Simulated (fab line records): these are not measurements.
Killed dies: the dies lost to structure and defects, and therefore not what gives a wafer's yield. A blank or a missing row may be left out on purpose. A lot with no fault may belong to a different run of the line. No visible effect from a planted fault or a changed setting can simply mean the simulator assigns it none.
The tool behind it: which one? ; flow nand harc ; 39 wafers from 14 lots sampled at 5 of the route's 1159 steps

== WHAT THE GAUGES READ, wafer by wafer ==
NHARC_P_CONTACT_INSPECT_14. Usual: 3.4 for raw defect count, sd 2.
lot;measured;on;raw defect count;flag
L553;day 5 17:56;defect inspect-02;1 2 1;
L552;day 5 18:42;defect inspect-01;4 6 2;
L555;day 6 09:44;defect inspect-02;4 2 4;
L556;day 6 21:43;defect inspect-01;3 5 1;
L557;day 7 04:09;defect inspect-01;3 4 5;
L560;day 7 17:08;defect inspect-02;3 3 2;
L559;day 7 17:40;defect inspect-01;7 2 5;
L561;day 8 02:09;defect inspect-01;2 6 5;
L566;day 9 07:34;defect inspect-01;2 1;
L567;day 9 17:41;defect inspect-02;7 5;
L568;day 9 19:37;defect inspect-01;2 2;
L571;day 10 14:40;defect inspect-01;7 1 5;
L574;day 10 22:31;defect inspect-01;1 3 2;
L573;day 10 23:54;defect inspect-02;3 3 3;

NHARC_END_SORT_01. Usual: killed at array 27, standard deviation 11; killed at other 0.6, standard deviation 0.89; killed at periphery 3.0, standard deviation 2.4; killed dies 31, standard deviation 12; killed open 3.2, standard deviation 1.6; killed short 2.0, standard deviation 1.5.
lot;measured;on;killed at array;killed at other;killed at periphery;killed dies;killed open;killed short;flag
L566;day 22 15:20;prober-02;30 22;0 1;113 109;143 132;5 2;1 4;OFF
L567;day 23 20:28;prober-01;64 45;0 0;7 103;71 148;3 6;4 4;OFF

== WHAT TOOL EACH LOT RAN ON (gives the tool, then ch and the chambers of the sampled wafers, and finally the start) ==
lot;NHARC_P_GATE_RTA_82;NHARC_P_CONTACT_CMP_01;NHARC_P_CONTACT_ETCH_31
L553;rtp anneal-02 ch 0, day 5 16:00;cmp-03 ch 1,2, day 5 16:59;rie diel-11 ch 2,3, day 5 18:50
L552;rtp anneal-01 ch 0, day 5 16:47;cmp-03 ch 0,3, day 5 17:44;rie diel-11 ch 0,2, day 5 19:41
L555;rtp anneal-01 ch 0, day 6 07:47;cmp-01 ch 0,3, day 6 08:46;rie diel-11 ch 0,2, day 6 10:41
L556;rtp anneal-02 ch 0, day 6 19:43;cmp-01 ch 0,2,3, day 6 20:49;rie diel-07 ch 1,2, day 6 22:31
L557;rtp anneal-02 ch 0, day 7 01:58;cmp-03 ch 0,2,3, day 7 03:13;rie diel-07 ch 0,3, day 7 04:58
L560;rtp anneal-01 ch 0, day 7 15:12;cmp-01 ch 2,3, day 7 16:10;rie diel-07 ch 0,2, day 7 17:56
L559;rtp anneal-01 ch 0, day 7 15:50;cmp-03 ch 1,2,3, day 7 16:49;rie diel-11 ch 1,2,3, day 7 18:28
L561;rtp anneal-02 ch 0, day 8 00:23;cmp-01 ch 1,2,3, day 8 01:20;rie diel-07 ch 1,2, day 8 02:57
L566;rtp anneal-02 ch 0, day 9 05:34;cmp-03 ch 0, day 9 06:35;rie diel-07 ch 1,3, day 9 08:23
L567;rtp anneal-01 ch 0, day 9 15:46;cmp-03 ch 0,3, day 9 16:44;rie diel-07 ch 1,2, day 9 18:30
L568;rtp anneal-01 ch 0, day 9 17:43;cmp-04 ch 0,2, day 9 18:43;rie diel-07 ch 0,1, day 9 20:29
L571;rtp anneal-01 ch 0, day 10 12:46;cmp-03 ch 0,2,3, day 10 13:46;rie diel-11 ch 0,2,3, day 10 15:28
L574;rtp anneal-01 ch 0, day 10 20:43;cmp-04 ch 1,2,3, day 10 21:41;rie diel-06 ch 0,2,3, day 10 23:20
L573;rtp anneal-02 ch 0, day 10 21:40;cmp-04 ch 0,2,3, day 10 22:57;rie diel-11 ch 0,2,3, day 11 00:50
- NHARC_P_GATE_RTA_82: time 30 s.
- NHARC_P_CONTACT_CMP_01: polishes SiO2, target thk 200 nm.
- NHARC_P_CONTACT_ETCH_31: etches the open film in CH3F/O2, target depth 30 nm, time 85.7 s.

== WHAT THE TOOLS THEMSELVES READ (means of the sampled wafers that have a number; where no wafer has one, the mark that the record gives instead) ==
NHARC_P_GATE_RTA_82. Usual: lamp power pct 3.72 %, standard deviation 0.24; lamp_zone_4_pct 3.72 %, standard deviation 0.24; wafer_temp_C_max 452.3, standard deviation 1.
lot;tool;lamp power pct (%);lamp_zone_4_pct (%);wafer_temp_C_max;flag
L553;rtp anneal-02;3.48;3.47;450.8;
L552;rtp anneal-01;3.97;3.96;453.7;
L555;rtp anneal-01;3.96;3.97;453.8;
L556;rtp anneal-02;3.48;3.48;451.0;
L557;rtp anneal-02;3.48;3.48;451.5;
L560;rtp anneal-01;3.97;3.97;453.2;
L559;rtp anneal-01;3.96;3.97;452.9;
L561;rtp anneal-02;3.48;3.48;451.4;
L566;rtp anneal-02;3.48;3.48;451.1;
L567;rtp anneal-01;3.97;3.96;453.1;
L568;rtp anneal-01;3.96;3.97;453.5;
L571;rtp anneal-01;3.97;3.97;453.6;
L574;rtp anneal-01;3.97;3.96;453.3;
L573;rtp anneal-02;3.48;3.48;451.5;

NHARC_P_CONTACT_CMP_01. Usual: 11.8 A for motor current A, sd 1.1.
lot;tool;motor current A (A);flag
L553;cmp-03;12.6;
L552;cmp-03;11.3;
L555;cmp-01;11.7;
L556;cmp-01;11.6;
L557;cmp-03;12.2;
L560;cmp-01;11.4;
L559;cmp-03;12.3;
L561;cmp-01;11.9;
L566;cmp-03;10.8;
L567;cmp-03;11.8;
L568;cmp-04;13.1;
L571;cmp-03;11.9;
L574;cmp-04;11.5;
L573;cmp-04;12.4;

NHARC_P_CONTACT_ETCH_31. Usual: drypump motor current A 5.7 A (standard deviation 0.53); oes product au 0.978 a.u. (standard deviation 0.013); rf fwd power W 496.4 W (standard deviation 1.5); rf vpp V 244.1 V (standard deviation 1.5); run length s 107.2 s (standard deviation 0.41); showerhead plenum p Torr 2.45 Torr (standard deviation 0.091); throttle valve pct 20.664 % (standard deviation 0.009).
lot;tool;drypump motor current A (A);oes product au (a.u.);rf fwd power W (W);rf vpp V (V);run length s (s);showerhead plenum p Torr (Torr);throttle valve pct (%);flag
L553;rie diel-11;5.8;0.996;497.4;244.4;106.8;2.52;20.666;
L552;rie diel-11;6.0;0.965;496.6;244.0;106.8;2.47;20.663;
L555;rie diel-11;6.3;0.983;496.5;244.3;107.3;2.40;20.668;
L556;rie diel-07;5.3;0.994;498.2;242.8;107.5;2.38;20.665;
L557;rie diel-07;6.0;0.972;496.2;245.1;107.0;2.55;20.659;
L560;rie diel-07;6.0;0.978;496.8;245.7;107.2;2.51;20.663;
L559;rie diel-11;5.8;0.967;496.7;245.5;107.0;2.51;20.672;
L561;rie diel-07;5.2;0.979;495.8;242.8;107.5;2.38;20.662;
L566;rie diel-07;5.1;0.976;-;244.3;59.8;2.42;20.660;OFF
L567;rie diel-07;5.2;0.992;496.7;243.1;83.7;2.37;20.653;OFF
L568;rie diel-07;5.7;0.993;497.4;243.8;83.4;2.46;20.660;OFF
L571;rie diel-11;6.1;0.981;495.5;243.8;107.0;2.45;20.666;
L574;rie diel-06;5.5;0.984;496.7;242.2;106.9;2.32;20.659;
L573;rie diel-11;6.1;0.972;497.9;244.0;107.1;2.45;20.663;

== THE ANSWER, worked out from the rows above alone ==
Rule: lot off if the mean of its wafers having a number is beyond 3 standard deviations from the usual mean. Also off: a lot with no number at a reading for which 4 or more lots have one. The other lots that the step has rows for count as sound. Order of review: gauges by route order, followed by the tools' own readings, for which a lot's mean as printed above is used. At the first step where some lot is off, the reading lying furthest off is the one used; lots without a number count as furthest.
Off, at NHARC_END_SORT_01 on killed at periphery: L566, L567. Neither off nor sound, because the step has no rows for them: L553, L552, L555, L556, L557, L560, L559, L561, L568, L571, L574, L573.
A tool fits if, at a process step before that reading, it ran every lot that is off, and no sound lot after the first of them. Not tried: the gauges at NHARC_END_SORT_01; whatever is off there is also off at NHARC_P_CONTACT_ETCH_31, on other tools, and gauge error can't account for it. This does not decide it: 2 tools fit, namely cmp-03 at NHARC_P_CONTACT_CMP_01 and rie diel-07 at NHARC_P_CONTACT_ETCH_31.

== WHAT WAS PUT IN BY THE SIMULATOR ==
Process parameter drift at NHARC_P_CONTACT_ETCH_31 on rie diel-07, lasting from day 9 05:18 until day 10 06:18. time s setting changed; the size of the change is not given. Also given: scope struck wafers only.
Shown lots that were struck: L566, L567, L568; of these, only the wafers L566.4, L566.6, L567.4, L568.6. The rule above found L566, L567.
